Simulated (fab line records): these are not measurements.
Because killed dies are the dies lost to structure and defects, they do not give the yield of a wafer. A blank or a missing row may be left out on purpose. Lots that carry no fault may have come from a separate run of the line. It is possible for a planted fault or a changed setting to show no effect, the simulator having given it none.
Chamber matching | flow n5_finfet | N5_MIM_TOP_LITHO_DESCUM_10 on rie_diel-01: 4 sister chambers
The step chemistry O2, time 7.9 s. 7 wafers are shown with their chamber, then 7 later ones without.

## WAFERS PAIRED WITH THEIR CHAMBERS
wafer  | chamber | throttle_valve_pct (%) | showerhead_plenum_p_Torr (Torr)
L082.4 | 1       | 20.98                  | 2.03
L087.2 | 3       | 20.69                  | 2.08
L089.4 | 0       | 20.27                  | 2.10
L089.5 | 2       | 20.51                  | 2.09
L089.6 | 3       | 20.71                  | 2.07
L095.1 | 0       | 20.27                  | 2.09
L095.2 | 2       | 20.53                  | 2.08

## WAFERS MISSING THEIR CHAMBER
wafer  | throttle_valve_pct (%) | showerhead_plenum_p_Torr (Torr)
L095.3 | 20.72                  | 2.07
L094.2 | 20.73                  | 2.07
L094.4 | 20.99                  | 2.02
L094.5 | 20.29                  | 2.09
L097.1 | 20.98                  | 2.02
L097.3 | 20.72                  | 2.07
L097.6 | 20.72                  | 2.07

## THE CHAMBER EACH PASSED THROUGH
wafer  | from the rows above | in truth
L095.3 | 3                   | 3
L094.2 | 3                   | 3
L094.4 | 1                   | 1
L094.5 | 0                   | 0
L097.1 | 1                   | 1
L097.3 | 3                   | 3
L097.6 | 3                   | 3
Correctly placed: 7 of 7. Number that these rows cannot place: 0. Wrongly placed: 0.
How it was worked out, from the rows above alone: a wafer's distance from a chamber is the root of the sum, over the readings, of the square of ((its reading less the chamber's mean) divided by the reading's scatter). The wafer belongs to the nearest chamber; if the next one is less than 2 further off, it can't be placed. A chamber's mean is the mean of its shown wafers. How the scatter is found: for the shown wafers, subtract from each reading the mean of its chamber, square and add these, divide the total by (wafers less chambers), then take the root.
